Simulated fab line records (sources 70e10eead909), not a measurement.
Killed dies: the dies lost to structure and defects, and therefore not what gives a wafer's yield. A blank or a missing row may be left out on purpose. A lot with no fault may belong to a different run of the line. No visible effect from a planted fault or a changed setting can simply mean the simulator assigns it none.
A lot that was struck, set against a sound lot || flow nand_harc || 24 out of 1302 route steps
Sound: these wafers, L289.1, L289.2, L289.6. Struck: wafers L287.2, L287.3, L287.5. The cause comes at the end.
Order at every step that has rows: each side's tool, ch and its chambers, its first start. Under that, the readings that differ: sound wafers || struck wafers || difference of the means || sigmas: that difference in standard deviations of wafers without a fault.
alike: readings with means less than 2 such deviations apart, plus words and numbers identical on both sides. not compared: withheld readings, readings lacking a value on some wafer, bounds such as >300 that could conceal the same value, and numbers that have no deviation in the record and whose values overlap.
Wherever a step has rows on one side only, a row that says differs or no value, or a row with sigmas, the two part there. Numbers that have no deviation but don't overlap get no sigmas and don't part them. Lack of a reading on every wafer of one side parts them only where that side has two or more wafers.

first, 11 steps without rows for these wafers: NHARC_A_CHANNEL_HOLE_D2_DESCUM_15 (chemistry O2, time 3 s); NHARC_A_CHANNEL_HOLE_D2_ETCH_38 (etches the open film in CF4, target depth 39 nm, time 65 s); NHARC_A_CHANNEL_HOLE_D2_ETCH_39 (etches the open film in N2/H2, target depth 260 nm, time 325 s); NHARC_A_CHANNEL_HOLE_D2_ETCH_34 (etches the open film in CF4/CHF3, target depth 154 nm, time 77 s); NHARC_A_CHANNEL_HOLE_D2_ETCH_16 (etches the open film in O2/COS, target depth 3100 nm, time 806 s); NHARC_A_CHANNEL_HOLE_D2_ETCH_19 (etches the open film in C4F8/O2/Ar, time 34.5 s); NHARC_A_CHANNEL_HOLE_D2_ETCH_20 (etches the open film in C4F8/O2/Ar, time 361.9 s, target depth 1600 nm); NHARC_A_CHANNEL_HOLE_D2_ETCH_21 (etches the open film in C4F8/O2/Ar, time 514.3 s, target depth 1600 nm); NHARC_A_CHANNEL_HOLE_D2_ETCH_22 (etches the open film in C4F8/O2/Ar, time 666.7 s, target depth 1600 nm); NHARC_A_CHANNEL_HOLE_D2_ETCH_23 (etches the open film in C4F8/O2/Ar, time 819 s, target depth 1600 nm); NHARC_A_CHANNEL_HOLE_D2_ETCH_24 (etches the open film in C4F8/O2/Ar, time 906.2 s, target depth 1500 nm).
NHARC_A_CHANNEL_HOLE_D2_ETCH_25: etches the open film in C4F8/O2/Ar, time 1040.2 s, target depth 1500 nm.
  sound on har_etch-01 ch 0,1, day 15 23:05; struck on har_etch-01 ch 0,1, day 15 10:56
  no value came back on the struck wafers for any of 7 readings (c4f8_flow_sccm (sccm), chamber_pressure_mTorr (mTorr) and others); on the sound wafers c4f8_flow_sccm (sccm) reads 94.11 93.70 93.92
  not compared: rf_hours_counter_h
then, 5 steps without rows for these wafers: NHARC_A_CHANNEL_HOLE_D2_ETCH_26 (etches the open film in C4F8/O2/Ar, time 224.1 s, target depth 300 nm); NHARC_A_CHANNEL_HOLE_D2_ETCH_27 (etches the open film in C4F8/O2/Ar, time 90 s, target depth 400 nm); NHARC_A_CHANNEL_HOLE_D2_STRIP_41 (strips in N2/H2); NHARC_A_CHANNEL_HOLE_D2_STRIP_42 (strips in CF4/CHF3); NHARC_A_CHANNEL_HOLE_D2_STRIP_43 (strips in O2/COS).
NHARC_A_CHANNEL_HOLE_D2_ETCH_44: etches the open film in CF4/O2, target depth 140 nm, overetch 14 nm, time 77 s.
  sound on rie_diel-10 ch 0,1,3, day 16 00:56; struck on rie_diel-05 ch 0,1,2, day 15 12:46
{"reading": "model.A_CHANNEL_HOLE_D2.cd_nm (nm)", "sound": "90.1 89.53 90.67", "struck": "99.19 97.58 97.47", "difference": "+7.98", "sigmas": ""}
  alike: bias_w, cf4_flow_sccm, drypump_motor_current_A, oes_f_703_au, oes_product_au, rf_vpp_V, showerhead_plenum_p_Torr, throttle_valve_pct
  not compared: rf_hours_counter_h
then, 3 steps without rows for these wafers: NHARC_A_CHANNEL_HOLE_D2_STRIP_28 (strips in O2); NHARC_A_CHANNEL_HOLE_D2_PRECLEAN_29 (cleans in SC1); NHARC_A_CHANNEL_HOLE_D2_SRD_30.
NHARC_A_CHANNEL_HOLE_D2_CD_MEAS_31:
  sound: cd_sem-01 at day 16 01:43; struck: cd_sem-03 at day 15 13:34
{"reading": "cd_nm (nm)", "sound": "89.9 89.8 90.8", "struck": "0.3 0.1 -0.1", "difference": -90.1, "sigmas": -69}
NHARC_A_CHANNEL_HOLE_D2_XSEM_32:
  sound on xsem-01 ch 0, day 16 01:49; struck on xsem-01 ch 0, day 15 13:38
{"reading": "bot_cd_nm (nm)", "sound": "74.1 73.9 75.5", "struck": "1.0 0.6 0.4", "difference": -73.8, "sigmas": -57}
{"reading": "bow_nm (nm)", "sound": "8.67 8.65 8.66", "struck": "0.22 0.22 0.21", "difference": -8.44, "sigmas": -32}
  alike: tilt_deg
-- break in the record here, with 11 days between the starts of the struck wafers on either side (left off in module A_CHANNEL_HOLE_D2, picked up again in module END, where the first step shown is number 1302 on the route) --
NHARC_END_SORT_01:
  the record has rows for the struck wafers here (prober-01 ch 0, day 26 18:47) and none for the sound ones

## WHERE THEY PART
First at NHARC_A_CHANNEL_HOLE_D2_ETCH_25; last, within this record, at NHARC_END_SORT_01.

WHY: what the simulator had put in
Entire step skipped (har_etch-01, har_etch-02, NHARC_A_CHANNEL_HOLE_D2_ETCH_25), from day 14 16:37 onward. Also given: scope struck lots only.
